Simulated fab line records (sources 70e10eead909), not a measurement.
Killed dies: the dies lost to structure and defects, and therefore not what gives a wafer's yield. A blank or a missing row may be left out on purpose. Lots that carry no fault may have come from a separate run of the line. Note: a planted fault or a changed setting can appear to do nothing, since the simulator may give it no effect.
Problem report, 8D (eight disciplines) form, completed by code / flow nand harc / the parts of the form that need people (team, actions taken, sign-off) are left out

== 1. THE PROBLEM ==
killed at array at NHARC_END_SORT_01 reads a mean of 135 on 4 wafers of 2 lots; wafers without a fault read 29 with a standard deviation of 11. That is +9.6 standard deviations from the usual mean.
Earliest sighting: wafer L543.2 on prober-01 at day 23 19:23. At this step, 6 wafers from 2 lots have a number in the record. By rule, "out" or "out of limits" means more than 4 standard deviations away from the usual mean. The rest of the wafers with a number are treated as sound.

== 2. WHAT IT IS, WHAT IT ISN'T ==
question=which readings at this step | is=killed at array, killed dies | is not=killed at periphery, killed open, killed short
question=which lots | is=L543, L544 | is not=-
question=which wafers of those lots | is=L543.2, L543.5, L544.4, L544.5 | is not=L543.4, L544.3
question=read on which gauges | is=prober-01 | is not=-
question=when | is=from day 23 19:23 | is not=up to then (0 sound wafers); but 2 sound wafers of L543, L544 came after

== 3. WHAT RULES OUT EACH SUSPECT ==
Counting: if a tool at a process step up to the reading ran every lot that is out, it stays a suspect. Sound lots after the first of them don't rule it out here, since some wafers of a struck lot are sound.
- the gauge at NHARC_END_SORT_01: kept. All the wafers that are out were read on prober-01, and no step on other tools shows them out.
- har cap etch-01 at NHARC_A_CONTACT_ETCH_122 (etches the open film in C4F8/O2/Ar, time 95 s, target depth 930 nm): kept. It ran every lot that is out, first L543 (day 20 14:29).
- Within har cap etch-01 at NHARC_A_CONTACT_ETCH_122, the wafers that are out were processed in chamber 1 and their sound lot-mates in chamber 0.
Left after counting: har cap etch-01 at NHARC_A_CONTACT_ETCH_122, prober-01 at NHARC_END_SORT_01.

== 4. THE CAUSE (what the simulator had put in) ==
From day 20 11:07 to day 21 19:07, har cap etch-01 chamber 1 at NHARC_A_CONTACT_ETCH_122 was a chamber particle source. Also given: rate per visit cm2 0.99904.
Of the 2 suspects that counting leaves, this tool is one.

== 5. THE EFFECT CHAIN, in route order ==
Each row: a reading whose mean over the struck wafers that have a number lies more than 3 standard deviations from the usual. Scope: only readings with a usual standard deviation given in the record; hours: median across lots of the time from each lot's start at the first step in this table that gives one to its start at this step; sigmas: change in usual standard deviations.
hours=0; step=NHARC_END_SORT_01; reading=killed at array; usual=29; on struck wafers=135; change=+106; sigmas=+9.6
hours=0; step=NHARC_END_SORT_01; reading=killed dies; usual=33; on struck wafers=139; change=+106; sigmas=+9.6

== 6. HOW IT WOULD HAVE BEEN CAUGHT EARLIER ==
80 hours passed between the start of the fault at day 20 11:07 and the first reading out of limits at a measuring or inspecting step in this record, taken at day 23 19:23.
Each of the lots that are out, 2 in all, had begun NHARC_A_CONTACT_ETCH_122 on har cap etch-01 no later than day 23 19:23. A hold on the tool at that time would have spared none of them.
